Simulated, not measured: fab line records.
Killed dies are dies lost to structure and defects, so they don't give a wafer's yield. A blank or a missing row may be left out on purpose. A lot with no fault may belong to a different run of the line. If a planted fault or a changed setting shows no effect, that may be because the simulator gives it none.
Chamber matching || flow nand harc || 3 sister chambers for NHARC_P_GATE_DEP_103 on pecvd-03
The step deposits SiON, target thk 30 nm. 3 wafers are shown with their chamber, then 10 later ones without.

== WAFERS PAIRED WITH THEIR CHAMBERS ==
{"wafer": "L090.1", "chamber": 1, "heater power w (W)": 818}
{"wafer": "L093.1", "chamber": 0, "heater power w (W)": 571}
{"wafer": "L093.3", "chamber": 2, "heater power w (W)": 832}

== WAFERS WITH NO CHAMBER GIVEN ==
{"wafer": "L093.4", "heater power w (W)": 841}
{"wafer": "L094.1", "heater power w (W)": 711}
{"wafer": "L094.3", "heater power w (W)": 806}
{"wafer": "L094.6", "heater power w (W)": 796}
{"wafer": "L096.1", "heater power w (W)": 813}
{"wafer": "L096.2", "heater power w (W)": 571}
{"wafer": "L096.3", "heater power w (W)": 779}
{"wafer": "L096.4", "heater power w (W)": 774}
{"wafer": "L096.5", "heater power w (W)": 585}
{"wafer": "L096.6", "heater power w (W)": 842}

== WHICH CHAMBER EACH ONE RAN IN ==
{"wafer": "L093.4", "from the rows above": "can't be placed: 2 or 1", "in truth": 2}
{"wafer": "L094.1", "from the rows above": "can't be placed: 1 or 2 or 0", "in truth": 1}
{"wafer": "L094.3", "from the rows above": "can't be placed: 1 or 2", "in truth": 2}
{"wafer": "L094.6", "from the rows above": "can't be placed: 1 or 2", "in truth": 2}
{"wafer": "L096.1", "from the rows above": "can't be placed: 1 or 2", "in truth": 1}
{"wafer": "L096.2", "from the rows above": 0, "in truth": 0}
{"wafer": "L096.3", "from the rows above": "can't be placed: 1 or 2", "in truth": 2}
{"wafer": "L096.4", "from the rows above": "can't be placed: 1 or 2", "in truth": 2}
{"wafer": "L096.5", "from the rows above": 0, "in truth": 0}
{"wafer": "L096.6", "from the rows above": "can't be placed: 2 or 1", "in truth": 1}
2 of 10 placed correctly. These rows do not allow placing 8 (true chamber among the candidates in 8). 0 placed wrongly.
How it was worked out, from the rows above alone: a wafer's distance from a chamber is the root of the sum, over the readings, of the square of ((its reading less the chamber's mean) divided by the reading's scatter). If the next closest chamber is less than 2 further off than the closest, the wafer can't be placed; otherwise it belongs to the closest. For every chamber, the mean is computed from those of its wafers that are shown. The scatter: with one shown wafer a chamber, the root of the mean of the squares of how far each hidden wafer lies from its nearest shown one.
